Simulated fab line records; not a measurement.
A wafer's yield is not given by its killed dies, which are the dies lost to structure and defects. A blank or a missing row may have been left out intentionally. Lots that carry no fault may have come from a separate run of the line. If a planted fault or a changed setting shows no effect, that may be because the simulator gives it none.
The tool behind it: which one? | flow n5 finfet | 72 wafers from 24 lots sampled at 2 of the route's 1938 steps

## WHAT THE GAUGES READ, wafer by wafer
N5_BEOL_M2_CD_MEAS_11: the cd target is 16.79 nm. Usual: 16.82 nm for cd nm, sd 0.27.
lot  | measured     | on        | cd nm (nm)        | flag
L075 | day 6 17:10  | cd sem-01 | 16.90 16.88 16.83 |
L074 | day 6 20:47  | cd sem-02 | 17.38 17.55 17.42 |
L076 | day 7 03:29  | cd sem-01 | 17.33 16.78 16.53 |
L077 | day 7 07:42  | cd sem-02 | 17.01 16.90 16.88 |
L079 | day 7 18:54  | cd sem-01 | 17.17 17.04 17.05 |
L078 | day 7 22:34  | cd sem-02 | 16.73 16.45 15.99 |
L080 | day 8 00:34  | cd sem-03 | 17.01 17.39 16.73 |
L081 | day 8 11:01  | cd sem-03 | 16.82 16.97 16.73 |
L082 | day 8 15:07  | cd sem-03 | 16.46 16.47 16.94 |
L083 | day 8 21:55  | cd sem-01 | 16.94 17.30 17.23 |
L084 | day 9 10:13  | cd sem-01 | 17.13 17.47 16.67 |
L087 | day 10 00:58 | cd sem-01 | 16.64 16.82 16.45 |
L085 | day 10 08:07 | cd sem-03 | 17.22 16.96 16.30 |
L086 | day 10 09:07 | cd sem-02 | 16.75 17.23 16.66 |
L088 | day 10 19:59 | cd sem-02 | 16.62 16.76 16.80 |
L089 | day 10 20:05 | cd sem-03 | 16.99 16.93 16.77 |
L091 | day 10 20:11 | cd sem-03 | 17.11 16.55 16.86 |
L090 | day 10 23:42 | cd sem-02 | 17.05 17.19 16.61 |
L092 | day 11 03:52 | cd sem-03 | 16.53 16.53 16.61 |
L093 | day 11 07:37 | cd sem-03 | 16.85 16.49 16.45 |
L094 | day 11 12:17 | cd sem-01 | 16.64 16.73 16.70 |
L095 | day 11 21:23 | cd sem-02 | 16.68 16.68 16.91 |
L096 | day 12 03:46 | cd sem-01 | 17.02 16.66 16.78 |
L097 | day 12 16:05 | cd sem-02 | 16.92 16.67 16.85 |

N5_BEOL_M2_OVL_MEAS_12. Usual: M2_OVL typically reads 0.5 nm, with standard deviation 0.64.
lot  | measured     | on         | M2_OVL (nm)    | flag
L075 | day 6 17:13  | overlay-02 | 0.4 -0.5 -0.9  |
L074 | day 6 20:49  | overlay-01 | 1.6 2.2 1.0    |
L076 | day 7 03:31  | overlay-02 | -0.8 -0.4 -0.3 |
L077 | day 7 07:44  | overlay-01 | 0.0 0.2 -0.3   |
L079 | day 7 18:56  | overlay-02 | 0.2 1.1 1.0    |
L078 | day 7 22:36  | overlay-01 | -0.1 0.6 0.4   |
L080 | day 8 00:37  | overlay-01 | 0.9 0.6 0.1    |
L081 | day 8 11:03  | overlay-02 | 0.7 1.0 0.8    |
L082 | day 8 15:08  | overlay-02 | 0.7 1.1 -0.3   |
L083 | day 8 21:57  | overlay-02 | 0.9 0.5 0.5    |
L084 | day 9 10:16  | overlay-02 | 0.9 0.7 1.5    |
L087 | day 10 01:00 | overlay-02 | -0.2 1.4 1.1   |
L085 | day 10 08:09 | overlay-01 | 0.1 -0.1 0.0   |
L086 | day 10 09:09 | overlay-01 | 0.4 -0.1 -0.2  |
L088 | day 10 20:01 | overlay-02 | 1.3 0.6 0.4    |
L089 | day 10 20:07 | overlay-01 | 0.5 0.4 -0.1   |
L091 | day 10 20:13 | overlay-02 | -0.3 0.3 0.7   |
L090 | day 10 23:44 | overlay-01 | 0.0 0.1 0.9    |
L092 | day 11 03:54 | overlay-01 | 0.0 0.7 0.1    |
L093 | day 11 07:39 | overlay-01 | -0.4 0.1 0.7   |
L094 | day 11 12:19 | overlay-02 | 1.2 0.6 0.8    |
L095 | day 11 21:26 | overlay-01 | 0.7 0.2 1.0    |
L096 | day 12 03:49 | overlay-02 | 1.4 1.1 1.8    |
L097 | day 12 16:07 | overlay-01 | 0.0 1.4 0.5    |

## WHICH TOOL RAN EACH LOT (tool, then ch and the chambers of the sampled wafers, then the start)
There is no process step in the record ahead of these readings.

## AS READ BY THE TOOLS THEMSELVES (means over the sampled wafers that have a number; for cases with no such wafer, the mark the record gives instead)
The record holds no such reading with a usual standard deviation.

## THE ANSWER, worked out from the rows above alone
Rule: lot off if the mean of its wafers having a number is beyond 3 standard deviations from the usual mean. Also off: a lot with no number at a reading for which 4 or more lots have one. All remaining lots with rows at the step are treated as sound. The gauges are gone through in route order, then the tools' own readings, and for those a lot's mean is taken as printed above. At the first step where some lot is off, the reading lying furthest off is the one used; lots without a number count as furthest.
Across all readings shown, no lot is off: no conclusion can be drawn from this.

## WHAT THE SIMULATOR HAD INSERTED
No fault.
